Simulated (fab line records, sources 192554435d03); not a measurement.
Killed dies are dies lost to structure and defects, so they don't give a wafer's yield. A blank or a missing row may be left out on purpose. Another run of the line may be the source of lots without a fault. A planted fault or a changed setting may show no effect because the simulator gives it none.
fab line records	flow n5Finfet
[record] lots = 6	wafers = 18	lastDay = 19
route steps=1938 shown HKMG_FIN@400 PASSIVATION@1936
lots that met no fault: taken from a fault-free run of the same line
startH: hours from the record's opening day to when the first of the lot's shown wafers began	waitH: hours since the lot's step before	" identical to the entry in the row above	L1.1+2: several wafers, shown together as one row	- no value, or no start given	* or withheld: withheld	< > ~ a bound
route shown NAME@n: NAME is a module with steps in the file, n the number in the route of the first one	usual: mean/standard deviation of fault-free wafers	same: alike in all rows	chamber/n: place in a boat	sites: readings site by site	_std_site: their standard deviation	_edge_site: the outer-site mean with the inner-site mean subtracted	radiusMm: for every site, how far away it sits from the centre of the wafer	mask NAME#n: copy n	behind: the most recent tool/chamber to have shaped the wafer	hold: the reason the lot was held/the length of the hold in hours/how it ended	device: names the non-switching transistor (n, p or np)	end of line: tests run on the same wafers once the route is complete	step lacking rows: just its recipe	killed: count of dies lost to structure and defects at first sort (not the wafer's yield)	map: the dies of a wafer, with x for killed, . for not killed, _ for no die there
set.NAME: setting as actually run; set.NAME@STEP: the setting as run at that earlier step	model.NAME: the simulator's own value behind a step, which no gauge read
lots seen at some steps along the route; tables by step, rows by wafer
services: a tool's chamber out of use, with start hour (startH, from the record's first day; less than 0 if before it), hours out, and reason
[[steps]]
[step N5_HKMG_FIN_INSPECT_61]
[recipe] mode = adi	inspectInstrument = macro
[usual] rawDefectCount = 1.9/1.3
lot.wafer	tool	chamber	startH	waitH	rawDefectCount
L919.2	defectInspect-02	-	83.42	0.0	0
L919.3	"	-	"	"	2
L919.5	"	-	"	"	1
L923.2	defectInspect-01	-	110.54	0.0	3
L923.4	"	-	"	"	2
L923.6	"	-	"	"	0
L932.2	defectInspect-02	-	166.29	0.0	4
L932.3	"	-	"	"	1
L932.5	"	-	"	"	3
L933.1	defectInspect-01	-	166.74	0.0	1
L933.2	"	-	"	"	1
L933.5	"	-	"	"	2
L939.3	defectInspect-01	-	204.79	0.0	1
L939.4	"	-	"	"	1
L939.6	"	-	"	"	0
L940.1	defectInspect-02	-	212.43	0.0	2
L940.2	"	-	"	"	5
L940.6	"	-	"	"	2
[step N5_HKMG_FIN_DESCUM_53]
[recipe] chemistry = O2	timeS = 7.9	sourcePowerW = 50	biasPowerW = 20	pressureMtorr = 20	rfFrequencyHz = 2.712e+07	tempC = 40	resist = CAR-ArF	o2FlowSccm = 225
[step N5_HKMG_FIN_ETCH_54]
[recipe] chemistry = CF4	target = SiARC	targetDepthA = 455	maskMaterial = CAR-ArF	timeS = 75.8	ionEnergyEv = 80	pressureMtorr = 40	sourceW = 545	biasW = 36	Ar_flow_sccm = 100	cf4FlowSccm = 100	ends = cleared
[usual] biasW = 36.00/0.1	cf4FlowSccm = 99.95/0.3	drypumpMotorCurrentA = 5.5/0.39	etchRfOnTimeS = 75.9/0.93	oesProductAu = 0.65/0.046	rfVppV = 184.1/1.2	showerheadPlenumPTorr = 2.14/0.065	throttleValvePct = 15.77/0.2
lot.wafer	tool	chamber	startH	waitH	biasW	cf4FlowSccm	drypumpMotorCurrentA	etchRfOnTimeS	oesProductAu	rfHoursCounterH	rfVppV	showerheadPlenumPTorr	throttleValvePct
L919.2	rieDiel-06	1	83.62	0.0	36.18	100.42	5.2	76.4	0.60	230	184.8	2.13	15.83
L919.3	"	3	"	"	35.99	100.15	5.9	76.2	0.67	132	182.9	2.08	15.70
L919.5	"	2	"	"	35.85	99.54	5.1	76.3	0.62	-	184.0	2.22	15.69
L923.2	rieDiel-01	2	110.94	0.0	36.05	99.84	5.7	75.1	0.71	75	184.4	2.16	15.68
L923.4	"	1	"	"	36.06	99.81	5.7	75.3	0.83	4	183.8	2.19	15.46
L923.6	"	2	"	"	36.10	99.93	5.6	75.9	0.71	-	184.8	2.17	15.67
L932.2	rieDiel-06	3	166.36	0.0	35.97	100.42	5.9	76.6	0.64	161	183.1	2.07	15.77
L932.3	"	0	"	"	36.05	100.35	5.2	77.3	0.62	197	184.0	2.22	16.00
L932.5	"	0	"	"	36.04	100.21	5.2	77.2	0.61	-	184.6	2.21	16.00
L933.1	rieDiel-02	2	167.10	0.0	36.01	99.04	5.3	75.3	0.61	200	182.1	2.05	16.15
L933.2	"	3	"	"	35.97	100.34	5.1	75.2	0.63	177	185.7	2.22	15.98
L933.5	"	0	"	"	36.08	99.88	6.2	75.4	0.66	-	183.2	2.06	15.55
L939.3	rieDiel-01	3	204.86	0.0	35.85	100.09	5.7	72.5	0.63	195	183.8	2.12	15.87
L939.4	"	0	"	"	35.95	100.01	5.8	76.8	0.70	80	183.9	2.16	15.61
L939.6	"	2	"	"	36.21	100.22	5.6	74.5	0.68	-	185.6	2.15	15.73
L940.1	rieDiel-02	3	212.50	0.0	35.92	99.23	5.1	75.2	0.63	193	183.2	2.21	16.02
L940.2	"	1	"	"	36.12	99.67	5.2	74.6	0.65	155	183.4	2.15	15.66
L940.6	"	0	"	"	35.94	99.48	6.2	75.5	0.65	-	182.6	2.06	15.58
[step N5_HKMG_FIN_ETCH_55]
[recipe] chemistry = N2/H2	target = SOC	targetDepthA = 2400	tempC = 40	timeS = 300	ionEnergyEv = 200	maskMaterial = SiARC	pressureMtorr = 30	sourceW = 840	biasW = 150	n2FlowSccm = 200	h2FlowSccm = 200
[usual] biasW = 150.0/0.43	drypumpMotorCurrentA = 5.5/0.39	oesProductAu = 0.76/0.055	rfVppV = 523.7/2.6	showerheadPlenumPTorr = 2.54/0.087	tempC = 40.00/0.12	throttleValvePct = 17.99/0.23
lot.wafer	tool	chamber	startH	waitH	biasW	drypumpMotorCurrentA	oesProductAu	rfHoursCounterH	rfVppV	showerheadPlenumPTorr	tempC	throttleValvePct
L919.2	rieDiel-06	1	83.68	0.0	150.0	5.2	0.71	230	522.9	2.50	40.00	17.94
L919.3	"	3	"	"	149.0	5.9	0.78	133	520.8	2.46	39.99	18.04
L919.5	"	2	"	"	149.8	5.1	0.72	-	525.6	2.64	39.84	17.85
L923.2	rieDiel-01	2	110.99	0.0	149.8	5.6	0.83	75	526.3	2.57	40.03	18.01
L923.4	"	1	"	"	150.2	5.8	0.99	4	527.0	2.59	40.15	17.54
L923.6	"	2	"	"	150.7	5.7	0.83	-	524.9	2.57	39.96	18.02
L932.2	rieDiel-06	3	166.41	0.0	150.0	5.9	0.76	161	519.7	2.45	40.17	18.08
L932.3	"	0	"	"	149.6	5.2	0.71	197	528.1	2.62	39.82	18.06
L932.5	"	0	"	"	150.0	5.2	0.72	-	525.9	2.62	39.93	18.09
L933.1	rieDiel-02	2	167.15	0.0	149.9	5.3	0.71	200	519.5	2.40	39.90	18.25
L933.2	"	3	"	"	150.2	5.1	0.73	177	527.5	2.65	40.00	18.40
L933.5	"	0	"	"	150.3	6.2	0.76	-	521.3	2.44	40.04	17.75
L939.3	rieDiel-01	3	204.91	0.0	149.8	5.7	0.75	195	524.5	2.52	39.99	18.01
L939.4	"	0	"	"	150.5	5.8	0.81	80	524.5	2.57	40.08	17.92
L939.6	"	2	"	"	150.5	5.7	0.79	-	525.1	2.56	40.10	18.07
L940.1	rieDiel-02	3	212.56	0.0	149.6	5.1	0.73	193	526.5	2.65	39.90	18.46
L940.2	"	1	"	"	149.6	5.2	0.75	155	521.9	2.55	39.91	17.87
L940.6	"	0	"	"	149.5	6.2	0.75	-	519.8	2.43	39.98	17.78
[step N5_HKMG_FIN_STRIP_56]
[recipe] chemistry = N2/H2	tempC = 40	n2FlowSccm = 200	h2FlowSccm = 200	rfFrequencyHz = 6e+07
[step N5_HKMG_FIN_STRIP_57]
[recipe] chemistry = CF4	resist = SiARC	powerW = 300	biasPowerW = 75	pressureMtorr = 50	cf4FlowSccm = 150	rfFrequencyHz = 6e+07
[usual] cf4FlowSccm = 150.0/0.45	drypumpMotorCurrentA = 5.5/0.39	oesProductAu = 0.75/0.051	powerW = 299.9/0.94	rfVppV = 271.0/1.6	showerheadPlenumPTorr = 1.79/0.053	throttleValvePct = 13.74/0.2
lot.wafer	tool	chamber	startH	waitH	cf4FlowSccm	drypumpMotorCurrentA	oesProductAu	powerW	rfHoursCounterH	rfVppV	showerheadPlenumPTorr	throttleValvePct
L919.2	rieDiel-06	1	83.87	0.0	149.8	5.2	0.70	300.2	230	270.1	1.77	13.79
L919.3	"	3	"	"	149.5	5.9	0.77	299.9	133	270.2	1.74	13.66
L919.5	"	2	"	"	150.1	5.1	0.72	299.5	-	273.0	1.85	13.62
L923.2	rieDiel-01	2	111.18	0.0	149.3	5.6	0.82	299.5	75	271.3	1.82	13.63
L923.4	"	1	"	"	149.6	5.7	0.96	299.5	4	272.4	1.84	13.40
L923.6	"	2	"	"	149.9	5.7	0.81	299.6	-	271.6	1.82	13.63
L932.2	rieDiel-06	3	166.60	0.0	149.6	5.9	0.76	300.5	161	271.0	1.73	13.71
L932.3	"	0	"	"	149.3	5.2	0.72	301.8	197	272.0	1.86	13.98
L932.5	"	0	"	"	149.1	5.2	0.72	301.4	-	273.1	1.86	13.99
L933.1	rieDiel-02	2	167.34	0.0	150.5	5.3	0.71	299.8	200	269.4	1.72	14.13
L933.2	"	3	"	"	150.2	5.1	0.74	299.8	177	271.7	1.85	13.94
L933.5	"	0	"	"	150.2	6.2	0.76	298.4	-	269.1	1.72	13.53
L939.3	rieDiel-01	3	205.10	0.0	150.3	5.7	0.72	300.9	195	271.4	1.78	13.86
L939.4	"	0	"	"	151.0	5.8	0.81	300.9	80	272.3	1.80	13.53
L939.6	"	2	"	"	149.6	5.7	0.78	301.0	-	272.2	1.81	13.69
L940.1	rieDiel-02	3	212.75	0.0	150.3	5.1	0.72	298.6	193	271.8	1.85	13.96
L940.2	"	1	"	"	148.9	5.2	0.74	299.9	155	270.8	1.80	13.68
L940.6	"	0	"	"	149.7	6.1	0.75	298.1	-	269.2	1.72	13.56
[step N5_HKMG_FIN_ETCH_58]
[recipe] chemistry = N2/H2	target = SOC	targetDepthA = 2158	ionEnergyEv = 50	biasW = 13	timeS = 741	pressureMtorr = 30	sourceW = 875	n2FlowSccm = 200	h2FlowSccm = 200
[usual] biasW = 13.00/0.038	drypumpMotorCurrentA = 5.5/0.39	oesProductAu = 0.76/0.053	rfVppV = 99.2/0.97	showerheadPlenumPTorr = 2.54/0.087	throttleValvePct = 17.94/0.23
lot.wafer	tool	chamber	startH	waitH	biasW	drypumpMotorCurrentA	oesProductAu	rfHoursCounterH	rfVppV	showerheadPlenumPTorr	throttleValvePct
L919.2	rieDiel-06	1	83.89	0.0	13.00	5.2	0.71	230	99.0	2.50	17.89
L919.3	"	3	"	"	13.01	5.9	0.79	133	98.5	2.46	17.97
L919.5	"	2	"	"	13.01	5.1	0.74	-	101.0	2.64	17.80
L923.2	rieDiel-01	2	111.20	0.0	13.08	5.6	0.83	76	99.1	2.57	17.98
L923.4	"	1	"	"	12.94	5.7	0.97	4	100.7	2.59	17.49
L923.6	"	2	"	"	13.03	5.7	0.82	-	97.6	2.57	17.99
L932.2	rieDiel-06	3	166.62	0.0	13.02	5.9	0.76	161	99.4	2.45	18.04
L932.3	"	0	"	"	12.97	5.2	0.71	197	98.6	2.62	18.03
L932.5	"	0	"	"	12.97	5.2	0.72	-	99.3	2.62	18.02
L933.1	rieDiel-02	2	167.36	0.0	12.91	5.3	0.72	200	96.7	2.40	18.21
L933.2	"	3	"	"	13.04	5.1	0.75	177	100.4	2.65	18.36
L933.5	"	0	"	"	13.01	6.1	0.78	-	99.7	2.44	17.70
L939.3	rieDiel-01	3	205.12	0.0	13.03	5.7	0.74	195	99.1	2.52	17.98
L939.4	"	0	"	"	13.01	5.7	0.82	80	99.9	2.57	17.88
L939.6	"	2	"	"	13.04	5.7	0.79	-	98.6	2.56	18.01
L940.1	rieDiel-02	3	212.77	0.0	13.01	5.1	0.73	193	99.2	2.65	18.39
L940.2	"	1	"	"	13.03	5.2	0.74	155	100.7	2.55	17.82
L940.6	"	0	"	"	12.99	6.2	0.76	-	97.9	2.43	17.74
[step N5_HKMG_FIN_STRIP_93]
[recipe] chemistry = N2/H2	material = SOC	timeS = 20	powerW = 500	tempC = 40	pressureMtorr = 50	rfFrequencyHz = 6e+07	biasPowerW = 8	h2Frac = 0.5	n2FlowSccm = 300	h2FlowSccm = 300
[step N5_HKMG_FIN_WET_ETCH_76]
[recipe] chemistry = dNH4OH	mix = 1:50	tempC = 25	target = Al2O3	stopOn = La2O3	targetDepthNm = 2.25	dry = ipaMarangoni	rinseTimeS = 30	rinseTempC = 23
[step N5_HKMG_FIN_STRIP_60]
[recipe] chemistry = N2/H2	powerW = 2500	tempC = 300	h2Frac = 0.65	timeS = 360	pressureMtorr = withheld	n2FlowSccm = 1750	h2FlowSccm = 3250
[usual] drypumpMotorCurrentA = 5.21/0.26	heaterPowerW = 474/56	tempC = 300.02/0.2
lot.wafer	tool	chamber	startH	waitH	drypumpMotorCurrentA	heaterPowerW	rfHoursCounterH	tempC
L919.2	plasmaAsher-01	1	84.47	0.0	5.48	394	38	300.25
L919.3	"	0	"	"	4.82	475	-	300.05
L919.5	"	0	"	"	4.83	464	-	299.61
L923.2	plasmaAsher-01	1	111.78	0.0	5.47	403	43	299.75
L923.4	"	0	"	"	4.84	464	-	300.09
L923.6	"	0	"	"	4.83	477	-	300.12
L932.2	plasmaAsher-01	1	167.21	0.0	5.45	401	55	300.24
L932.3	"	1	"	"	5.46	399	-	299.95
L932.5	"	1	"	"	5.47	394	-	299.77
L933.1	plasmaAsher-02	0	167.94	0.0	5.37	544	107	300.11
L933.2	"	1	"	"	5.18	479	107	300.46
L933.5	"	1	"	"	5.18	490	-	299.82
L939.3	plasmaAsher-02	0	205.82	0.1	5.37	557	-	299.97
L939.4	"	1	"	"	5.19	503	-	300.01
L939.6	"	0	"	"	5.40	543	-	300.20
L940.1	plasmaAsher-01	1	213.36	0.0	5.47	399	64	299.86
L940.2	"	0	"	"	4.84	454	64	299.86
L940.6	"	0	"	"	4.83	470	-	299.83
[step N5_HKMG_FIN_WET_ETCH_77]
[recipe] chemistry = dHCl	mix = 1:10000	tempC = 25	target = La2O3	stopOn = HfO2	targetDepthNm = 2
[step N5_HKMG_FIN_WET_ETCH_78]
[recipe] chemistry = dNH4OH	mix = 1:50	tempC = 25	target = Al2O3	stopOn = La2O3	targetDepthNm = 4.5	dry = ipaMarangoni	rinseTimeS = 30	rinseTempC = 23
[step N5_HKMG_FIN_ALD_79]
[recipe] material = TiN	targetThkA = 15	tempC = 400	aldPrecursorFamily = TiCl4	aldCoReactant = NH3	pulseTimeS = 1	purgeTimeS = 3	coReactantPurgeTimeS = 2	coReactantPulseTimeS = 2	aldCycles = 68	pressureTorr = 3
[usual] aldCycles = 68/0	chamberPressureTorr = 3.000/0.0076	heaterPowerW = 885/110	precursorPulseHeightRel = 0.999/0.02	pulseTimeS = 1/0
lot.wafer	tool	chamber	startH	waitH	aldCycles	chamberPressureTorr	heaterPowerW	precursorPulseHeightRel	pulseTimeS
L919.2	aldMetal-03	3	84.96	0.0	68	3.006	864	0.956	1
L919.3	"	2	"	"	68	2.989	817	0.969	1
L919.5	"	3	"	"	68	3.000	875	1.002	1
L923.2	aldMetal-03	2	112.27	0.0	68	2.998	813	0.999	1
L923.4	"	1	"	"	68	2.995	898	0.993	1
L923.6	"	1	"	"	68	3.002	885	0.999	1
L932.2	aldMetal-01	0	167.70	0.0	-	-	-	-	-
L932.3	"	1	"	"	-	-	-	-	-
L932.5	"	2	"	"	-	-	-	-	-
L933.1	aldMetal-03	1	168.44	0.0	-	-	-	-	-
L933.2	"	2	"	"	-	-	-	-	-
L933.5	"	2	"	"	-	-	-	-	-
L939.3	aldMetal-01	2	206.19	0.0	68	2.992	927	0.998	1
L939.4	"	3	"	"	68	2.997	899	0.978	1
L939.6	"	3	"	"	68	2.998	896	0.996	1
L940.1	aldMetal-04	3	213.85	0.0	68	3.011	864	1.025	1
L940.2	"	0	"	"	68	2.997	983	1.027	1
L940.6	"	2	"	"	68	3.001	1131	0.987	1
[step N5_HKMG_FIN_CVD_62]
[recipe] material = a-Si	targetThkA = 30	tempC = 500	precursor = Si2H6	pressureTorr = 1	timeS = 20.8
[step N5_PASSIVATION_PROBE_49]
[usual] killed_at_M0_to_M3 = 35/12	killed_at_M4_up = 13/5.8	killedAtContacts = 12/5.5	killedAtFrontEnd = 36/9.9	killedAtOther = 4/3.7	killedDies = 101/18	killedOnRim = 13/4.1	killedOpen = 66/13	killedShort = 33/8
[same] grossDies = 1180	killedAtBackSide = 0
lot.wafer	tool	chamber	startH	waitH	killed_at_M0_to_M3	killed_at_M4_up	killedAtContacts	killedAtFrontEnd	killedAtOther	killedDies	killedOnRim	killedOpen	killedShort
L919.2	prober-01	-	290.79	0.1	13	6	13	60	5	97	10	71	26
L919.3	prober-01	-	290.84	0.1	35	9	16	42	6	108	20	71	29
L919.5	prober-01	-	290.94	0.2	24	18	11	35	5	93	10	62	31
L923.2	prober-02	-	325.81	0.1	15	10	16	39	5	85	11	65	19
L923.4	prober-02	-	325.91	0.2	36	19	16	46	5	122	8	94	28
L923.6	prober-02	-	326.01	0.3	31	17	11	32	3	94	11	67	27
L933.1	prober-02	-	377.08	0.0	19	7	12	430	9	477	87	57	25
L933.2	prober-02	-	377.13	0.1	27	7	17	414	20	485	108	67	33
L933.5	prober-02	-	377.28	0.2	32	6	17	419	14	488	110	52	43
L939.3	prober-01	-	429.06	0.1	27	20	19	33	4	103	17	57	43
L939.4	prober-01	-	429.11	0.2	58	15	9	21	7	110	12	66	42
L939.6	prober-01	-	429.21	0.3	43	30	14	41	4	132	21	85	44
L940.1	prober-02	-	448.23	0.0	35	16	13	36	0	100	13	60	39
L940.2	prober-02	-	448.28	0.1	39	11	15	54	0	119	13	72	46
L940.6	prober-02	-	448.48	0.3	33	10	23	28	2	96	9	58	35
// killed by level:class
L919.2 FIN_SAQP:geometricParticle:open=25 MOL_CONTACT_COAG:geometricParticle:open=9 FIN_SAQP:geometricParticle:short=8 STI_FIN_REVEAL:geometricParticle:open=5 DUMMY_GATE:geometricParticle:open=5 BEOL_M3:geometricParticle:open=5 MOL_CONTACT_COAG:geometricParticle:short=4 GATE_CUT:geometricParticle:open=4
L919.3 MOL_CONTACT_COAG:geometricParticle:open=14 BEOL_M0_SAQP:geometricParticle:open=12 BEOL_M0_SAQP:geometricParticle:short=9 HKMG_FIN:areaEtch=8 FIN_SAQP:geometricParticle:short=6 FIN_SAQP:geometricParticle:open=6 STI_FIN_REVEAL:geometricParticle:open=5 BEOL_M2:geometricParticle:open=5
L919.5 FIN_SAQP:geometricParticle:open=11 MOL_CONTACT_COAG:geometricParticle:open=11 FIN_SAQP:geometricParticle:short=9 BEOL_M4:geometricParticle:open=7 BEOL_M0_SAQP:geometricParticle:short=6 BEOL_M0_SAQP:geometricParticle:open=6 STI_FIN_REVEAL:geometricParticle:open=5 DUMMY_GATE:geometricParticle:open=4
L923.2 MOL_CONTACT_COAG:geometricParticle:open=16 FIN_SAQP:geometricParticle:open=7 STI_FIN_REVEAL:geometricParticle:open=6 BEOL_M3:geometricParticle:open=6 BEOL_M4:geometricParticle:open=6 STARTING-WAFER:geometricParticle:open=5 DUMMY_GATE:geometricParticle:open=4 ILD0:geometricParticle:open=4
L923.4 STI_FIN_REVEAL:geometricParticle:open=16 MOL_CONTACT_COAG:geometricParticle:open=14 BEOL_M3:geometricParticle:open=10 FIN_SAQP:geometricParticle:open=7 DUMMY_GATE:geometricParticle:open=7 BEOL_M0_SAQP:geometricParticle:short=7 BEOL_M1:geometricParticle:open=7 BEOL_M0_SAQP:geometricParticle:open=6
L923.6 MOL_CONTACT_COAG:geometricParticle:open=10 BEOL_M4:geometricParticle:open=10 BEOL_M3:geometricParticle:open=9 BEOL_M0_SAQP:geometricParticle:short=8 DUMMY_GATE:geometricParticle:open=8 STI_FIN_REVEAL:geometricParticle:open=7 FIN_SAQP:geometricParticle:open=5 BEOL_M1:geometricParticle:open=4
L933.1 HKMG_FIN:areaAld=391 MOL_CONTACT_COAG:geometricParticle:open=10 STI_FIN_REVEAL:geometricParticle:open=9 FIN_SAQP:geometricParticle:open=7 FIN_SAQP:geometricParticle:short=6 BEOL_M0_SAQP:geometricParticle:open=5 MIM_BOT:geometricParticle:short=5 BEOL_M0_SAQP:geometricParticle:short=4
L933.2 HKMG_FIN:areaAld=384 MOL_CONTACT_COAG:geometricParticle:open=13 BEOL_M3:geometricParticle:open=9 BEOL_M2:geometricParticle:open=8 STI_FIN_REVEAL:geometricParticle:open=6 FIN_SAQP:geometricParticle:open=5 BEOL_M0_SAQP:geometricParticle:open=5 FIN_SAQP:geometricParticle:short=4
L933.5 HKMG_FIN:areaAld=386 MOL_CONTACT_COAG:geometricParticle:open=14 BEOL_M3:geometricParticle:open=8 BEOL_M0_SAQP:geometricParticle:short=7 MIM_BOT:geometricParticle:short=7 HKMG_FIN:areaEtch=7 BEOL_M0_SAQP:geometricParticle:open=6 FIN_SAQP:geometricParticle:short=5
L939.3 MOL_CONTACT_COAG:geometricParticle:open=15 FIN_SAQP:geometricParticle:short=14 BEOL_M4:geometricParticle:open=11 BEOL_M2:geometricParticle:open=7 BEOL_M2:geometricParticle:short=6 BEOL_M0_SAQP:geometricParticle:short=4 FIN_SAQP:geometricParticle:open=4 STI_FIN_REVEAL:geometricParticle:open=4
L939.4 BEOL_M1:geometricParticle:open=15 BEOL_M0_SAQP:geometricParticle:short=13 BEOL_M0_SAQP:geometricParticle:open=10 BEOL_M2:geometricParticle:open=8 MOL_CONTACT_COAG:geometricParticle:open=6 STI_FIN_REVEAL:geometricParticle:open=5 FIN_SAQP:geometricParticle:short=3 GATE_CUT:geometricParticle:short=3
L939.6 MOL_CONTACT_COAG:geometricParticle:open=13 BEOL_M4:geometricParticle:open=13 BEOL_M0_SAQP:geometricParticle:short=12 BEOL_M2:geometricParticle:open=9 STI_FIN_REVEAL:geometricParticle:open=8 BEOL_M1:geometricParticle:open=8 FIN_SAQP:geometricParticle:open=7 FIN_SAQP:geometricParticle:short=7
L940.1 FIN_SAQP:geometricParticle:short=12 MOL_CONTACT_COAG:geometricParticle:open=10 BEOL_M0_SAQP:geometricParticle:open=10 FIN_SAQP:geometricParticle:open=6 GATE_CUT:geometricParticle:short=6 BEOL_M0_SAQP:geometricParticle:short=5 BEOL_M1:geometricParticle:open=5 BEOL_M1:geometricParticle:short=5
L940.2 STI_FIN_REVEAL:geometricParticle:open=17 BEOL_M0_SAQP:geometricParticle:short=15 MOL_CONTACT_COAG:geometricParticle:open=12 BEOL_M0_SAQP:geometricParticle:open=7 DUMMY_GATE:geometricParticle:open=6 FIN_SAQP:geometricParticle:short=5 STARTING-WAFER:geometricParticle:short=5 BEOL_M2:geometricParticle:open=5
L940.6 MOL_CONTACT_COAG:geometricParticle:open=17 BEOL_M0_SAQP:geometricParticle:short=10 MOL_CONTACT_COAG:geometricParticle:short=6 BEOL_M0_SAQP:geometricParticle:open=5 BEOL_M1:geometricParticle:open=5 BEOL_M3:geometricParticle:open=5 FIN_SAQP:geometricParticle:open=4 STI_FIN_REVEAL:geometricParticle:open=4
// map L933.5 (x killed, . not)
_________________xxxxxxxxxxxx________________
______________xxxxxxxxxxxxxxxxxx_____________
___________xxxxxxxxxxxx.xxxxxxxxxx.__________
__________xxxxxxx..xxxxxxxxxx.xxxx.._________
________.xxxxx.x..xxxx.x..xx..xxxxxxxx_______
_______xxxx.xxxxxxxx..xxx.xxxxx.x.xxxxx______
______xxxxxxx.xxx.xx.......x..xxx...xxx._____
_____xxxxx..xxx....x.x...x.xxx...x.xxx.xx____
____.xxxx...x....x..x.x....x.....x..xxxxxx___
___x.xxx..xx.x........xx....xxx.x...xx.xxxx__
___xx..x.xx..........x....x..x....x.x.xxxxx__
__xxxxxxx.x.xx.x......x....x.....x.x....xxxx_
__xxxx.xx.x.x....x.x.......x...x..x..xx.xxxx_
_xxxxxxxx..x..x.....................xx...xxxx
_xxxxxxxx...x.x..................x.....xxxx.x
_xx.x..x...xxx.....x..x.....x............x...
_xx.xxx........x...........x.............xxx.
_xxx.xx.xx.............................x..xx.
_.xx.xx..xx...............x......x.x...x.x.x.
_xxxxxxx..x..xx........x...........xx....x.xx
_xx..x..xx.x.x....x...x...........x..x.x.xx.x
__xxxxx..x......x...x......x.x............xx_
__xxxx.x..x..xx.........x........xx..x.x...._
___x....x....x.xx.......x.x...x.x.x..xx...x__
___x.xx.x.xx.........x.x.......x.........xx__
____.xxxxx........x.x.............x.x..x..___
_____x.x.x.........x..x.x..........x.xxxx____
______.xx......xx.......x..x......x.x..x_____
_______.xx..xxx....x.xx..............x.______
________xxxxx...xx........x......xx..._______
__________xxxxx..........x...x.xxx.x_________
___________xxx.xxx..x.....xx.x.x.x.__________
______________....x...xx..xxx.x._____________
_________________xxx..x..xxx.________________
// map L923.4 (x killed, . not)
_________________............________________
______________..x..x............_____________
___________................x.......__________
__________................xx........_________
________.............................._______
_______..........x..................xx.______
______x.........x...x.................x._____
_____...........x..........x.............____
____x...........x................x........___
___...............xx.....x.....x....x......__
___.....xx......xxx..x...........x.........__
__..x.........x.......x.x.x.......x..x......_
__.......x.x..............x.....xx.........._
_x......x......x.....x....x..x..x.......x....
_.....x.........x...x....xx.......x..........
_....x.......................................
_.........x..........xx.........x.........x..
_..x..x....x........x......x............x....
_x...........xx.........x......x.......x.....
_......xx.....................x.x.........x..
_..............x.............................
__...x.......x...x........................x._
__....x....x.x.....x..x...x.......x........._
___..........x........x...........x........__
___...............x................x.......__
____......x......x..........x.x...........___
_____......x.x.................x......x..____
______..x..........x.x.x.x...x..x......._____
_______.........x......x.....x....xx..x______
________....x........................._______
__________...x..............x...x..._________
___________........................__________
______________.........xx......._____________
_________________............________________
[[services]]
tool	chamber	startH	hours	kind
rieDiel-01	1	72.25	-	clean
rieDiel-01	1	72.25	-	consumableReplace:esc
rieDiel-01	1	72.25	-	consumableReplace:focusRing
rieDiel-01	1	72.25	27.6	scheduledDown
rieDiel-01	1	72.25	27.6	ventCycle
aldMetal-04	-	74.98	1.2	pm
rieDiel-01	2	84.59	4.7	repair
rieDiel-02	0	92.12	4.1	repair
rieDiel-06	3	93.50	2.2	repair
aldMetal-01	1	102.83	12.1	repair
rieDiel-06	1	144.17	-	clean
rieDiel-06	1	144.17	-	consumableReplace:focusRing
rieDiel-06	1	144.17	14.5	scheduledDown
rieDiel-06	1	144.17	14.5	ventCycle
plasmaAsher-02	-	158.03	2.8	pm
rieDiel-02	2	173.19	5.9	repair
rieDiel-06	1	176.21	35.1	repair
rieDiel-02	-	182.74	0.5	repair
aldMetal-04	-	185.82	0.5	repair
rieDiel-02	2	192.53	6.0	repair
[[key]]
[firstSign] step = N5_HKMG_FIN_ALD_79	reading = toolRecord	direction = missing
[effect] step = N5_PASSIVATION_PROBE_49	reading = killedAtFrontEnd	direction = up	sigmas = 39	usual = 36	struck = 421
[moreKillsBornAt] N5_HKMG_FIN_ALD_79@aldMetal-03 = 1161
metAt N5_HKMG_FIN_ALD_79
struckWafers L932.2,L932.3,L932.5,L933.1,L933.2,L933.5
rowsEnd L932.2,L932.3,L932.5
testerLeftOut L933
onsetBetween 112.27 167.70
[fault] kind = skippedStepWhole	tool = aldMetal-01,aldMetal-03	chamber = -	onsetH = 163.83	steps = N5_HKMG_FIN_ALD_79	scope = struckLotsOnly
// testerLeftOut: of these lots the tester's yield and bins aren't shown, on N5 and GAA mostly nor the transistor test; their killed dies are dies lost to structure and defects alone, not to doping, threshold or leakage, so they don't give the yield
// rowsEnd: these wafers met a further fault down the route, and their rows from its step on are left out
